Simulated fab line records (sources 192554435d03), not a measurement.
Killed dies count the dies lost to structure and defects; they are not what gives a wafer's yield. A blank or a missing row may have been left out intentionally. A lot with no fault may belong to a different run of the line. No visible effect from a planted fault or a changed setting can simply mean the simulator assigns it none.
Matching of chambers | flow n5 finfet | N5_HKMG_FIN_DESCUM_17 on rie diel-03: 4 sister chambers
The step chemistry O2, time 7.9 s. 18 wafers are shown with their chamber, then 9 later ones without.

WAFERS, EACH WITH ITS CHAMBER
wafer  | chamber | showerhead plenum p Torr (Torr) | throttle valve pct (%) | oes product au (a.u.)
L076.1 | 3       | 2.21                            | 20.17                  | 0.83
L076.3 | 2       | 2.02                            | 20.47                  | 0.78
L076.6 | 1       | 2.26                            | 20.18                  | 0.95
L077.1 | 0       | 2.04                            | 20.54                  | 0.79
L077.4 | 2       | 2.02                            | 20.47                  | 0.78
L077.5 | 3       | 2.21                            | 20.18                  | 0.83
L078.1 | 3       | 2.21                            | 20.17                  | 0.83
L078.3 | 0       | 2.04                            | 20.53                  | 0.79
L078.5 | 2       | 2.02                            | 20.45                  | 0.79
L080.2 | 1       | 2.26                            | 20.19                  | 0.94
L080.5 | 1       | 2.26                            | 20.19                  | 0.94
L080.6 | 2       | 2.02                            | 20.46                  | 0.78
L082.1 | 0       | 2.04                            | 20.57                  | 0.79
L082.2 | 2       | 2.02                            | 20.48                  | 0.78
L082.3 | 1       | 2.25                            | 20.19                  | 0.92
L082.4 | 3       | 2.20                            | 20.20                  | 0.82
L082.5 | 0       | 2.04                            | 20.55                  | 0.78
L082.6 | 3       | 2.20                            | 20.19                  | 0.82

SIGNATURES (means of the wafers above)
reading                  | chamber 0 | chamber 1 | chamber 2 | chamber 3 | scatter within a chamber
showerhead plenum p Torr | 2.0400    | 2.2575    | 2.0200    | 2.2060    | 0.00373
throttle valve pct       | 20.5475   | 20.1875   | 20.4660   | 20.1820   | 0.0124
oes product au           | 0.7875    | 0.9375    | 0.7820    | 0.8260    | 0.00732
Rule: a wafer's distance from a chamber is the root of the sum, over the readings, of the square of ((its reading less the chamber's mean) divided by the reading's scatter). If the next closest chamber is less than 2 further off than the closest, the wafer can't be placed; otherwise it belongs to the closest. The scatter: the root of (the sum of the squares of (reading less its chamber's mean) over the shown wafers, divided by (wafers less chambers)).

WAFERS WITH NO CHAMBER GIVEN
wafer  | showerhead plenum p Torr (Torr) | throttle valve pct (%) | oes product au (a.u.)
L085.1 | 2.01                            | 20.47                  | 0.76
L085.4 | 2.20                            | 20.20                  | 0.82
L085.5 | 2.01                            | 20.47                  | 0.77
L090.4 | 2.20                            | 20.22                  | 0.80
L090.5 | 2.01                            | 20.50                  | 0.76
L090.6 | 2.25                            | 20.21                  | 0.90
L092.4 | 2.25                            | 20.22                  | 0.88
L092.5 | 2.25                            | 20.21                  | 0.89
L092.6 | 2.01                            | 20.50                  | 0.76

EACH ONE'S CHAMBER
wafer  | from the rows above | in truth
L085.1 | 2                   | 2
L085.4 | 3                   | 3
L085.5 | 2                   | 2
L090.4 | 3                   | 3
L090.5 | 2                   | 2
L090.6 | 1                   | 1
L092.4 | 1                   | 1
L092.5 | 1                   | 1
L092.6 | 2                   | 2
Correct placement for 9 of the 9. Left unplaced by these rows: 0. Number placed wrongly: 0.
